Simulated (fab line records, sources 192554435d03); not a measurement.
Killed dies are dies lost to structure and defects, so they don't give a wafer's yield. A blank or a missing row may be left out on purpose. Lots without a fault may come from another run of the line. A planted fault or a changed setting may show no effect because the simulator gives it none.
A struck lot beside a sound one | flow n5_finfet | 17 steps out of a route of 1938
Sound: wafers L890.1, L890.3, L890.5. Struck: wafers L896.2, L896.3, L896.5. The cause comes at the end.
At each step with rows: each side's tool, then ch and its chambers, then its first start. Under that, the readings that differ: sound wafers | struck wafers | difference of the means | sigmas: that difference in standard deviations of wafers without a fault.
alike: readings whose means differ by less than 2 such deviations, and words and numbers that are the same on both sides. not compared: withheld readings, readings that some wafer has no value for, bounds like >300 that may hide the same value, and numbers for which the record gives no deviation and whose values overlap.
The two part at a step that has a row with sigmas, a row that says differs or no value, or rows on one side only. Numbers that don't overlap but have no deviation are shown without sigmas and don't part them. A reading that every wafer of one side lacks parts them only if that side has two wafers or more.

first, 2 steps without rows for these wafers: N5_BEOL_M3_PEB_09 (peb time 60 s); N5_BEOL_M3_DEVELOP_10 (develop time 30 s).
N5_BEOL_M3_CD_MEAS_11: target cd 17.05 nm.
  sound on cd_sem-02 ch 0, day 9 05:28; struck on cd_sem-03 ch 0, day 10 23:44
  alike: cd_nm
N5_BEOL_M3_OVL_MEAS_12:
  sound on overlay-02 ch 0, day 9 05:30; struck on overlay-02 ch 0, day 10 23:46
  alike: M3_OVL
N5_BEOL_M3_INSPECT_13: inspects for defects (brightfield).
  sound on defect_inspect-02, day 9 05:34; struck on defect_inspect-01, day 10 23:50
  alike: raw_defect_count
N5_BEOL_M3_DESCUM_16: chemistry O2, time 7 s.
  sound on rie_diel-03 ch 0,1,2, day 9 05:35; struck on rie_diel-02 ch 1,3, day 10 23:53
  alike: drypump_motor_current_A, oes_product_au, rf_vpp_V, showerhead_plenum_p_Torr, throttle_valve_pct
  not compared: rf_hours_counter_h
then, 1 step without rows for these wafers: N5_BEOL_M3_ETCH_74 (etches underlayer in N2/H2, target depth 6.5 nm, time 5.2 s).
N5_BEOL_M3_ETCH_63: etches SiARC in CF4, target depth 15.6 nm, time 26 s.
  sound on rie_diel-03 ch 0,1,2, day 9 05:38; struck on rie_diel-02 ch 1,3, day 10 23:56
  alike: drypump_motor_current_A, etch_rf_on_time_s, oes_product_au, rf_vpp_V, showerhead_plenum_p_Torr, throttle_valve_pct
  not compared: rf_hours_counter_h
N5_BEOL_M3_ETCH_64: etches SOC in N2/H2, target depth 75 nm, overetch 15 nm, time 112.5 s.
  sound on rie_diel-03 ch 0,1,2, day 9 05:40; struck on rie_diel-02 ch 1,3, day 10 23:58
  alike: drypump_motor_current_A, oes_product_au, rf_vpp_V, showerhead_plenum_p_Torr, throttle_valve_pct
  not compared: rf_hours_counter_h
then, 2 steps without rows for these wafers: N5_BEOL_M3_STRIP_65 (strips in N2/H2); N5_BEOL_M3_STRIP_75 (strips in N2/H2).
N5_BEOL_M3_STRIP_66: strips in CF4.
  sound on rie_diel-03 ch 0,1,2, day 9 05:48; struck on rie_diel-02 ch 1,3, day 11 00:06
  alike: drypump_motor_current_A, oes_product_au, rf_vpp_V, showerhead_plenum_p_Torr, throttle_valve_pct
  not compared: rf_hours_counter_h
N5_BEOL_M3_HM_OPEN_17: chemistry Cl2/BCl3, target TiN, target depth 20 nm, overetch 6 nm.
  sound on rie_metal-01 ch 0, day 9 05:50; struck on rie_metal-03 ch 0,1, day 11 00:08
  no value came back on the struck wafers for any of 5 readings (bcl3_flow_sccm (sccm), bias_w (W) and others); on the sound wafers bcl3_flow_sccm (sccm) reads 21.72 21.73 21.76
  reading                                  | sound          | struck       | difference | sigmas
  model.SOC_of_BEOL_M3_COAT_61.thk_nm (nm) | 52.6 52.4 52.6 | 60 59.8 59.8 | +7         |
  not compared: rf_hours_counter_h
N5_BEOL_M3_STRIP_19: strips in O2.
  sound on rie_diel-02 ch 0,1,3, day 9 06:02; struck on rie_diel-03 ch 1,2, day 11 00:16
  alike: drypump_motor_current_A, oes_product_au, rf_vpp_V, showerhead_plenum_p_Torr, throttle_valve_pct
  not compared: rf_hours_counter_h
N5_BEOL_M3_CD_MEAS_18: pitch 36 nm, target cd 18 nm.
  sound on cd_sem-02, day 9 06:07; struck on cd_sem-01, day 11 00:20
  reading    | sound          | struck | difference                    | sigmas
  cd_nm (nm) | 18.1 18.1 18.2 | - - -  | no value on the struck wafers |
then, 1 step without rows for these wafers: N5_BEOL_M3_COAT_67 (time 60 s, resist thk 60 nm).
N5_BEOL_M4_RC_MEAS_101:
  the record has rows for the sound wafers here (prober-02 ch 0, day 10 02:19) and none for the struck ones

WHERE THEY PART
First at N5_BEOL_M3_HM_OPEN_17; last, within this record, at N5_BEOL_M4_RC_MEAS_101.

WHY: what the simulator had put in
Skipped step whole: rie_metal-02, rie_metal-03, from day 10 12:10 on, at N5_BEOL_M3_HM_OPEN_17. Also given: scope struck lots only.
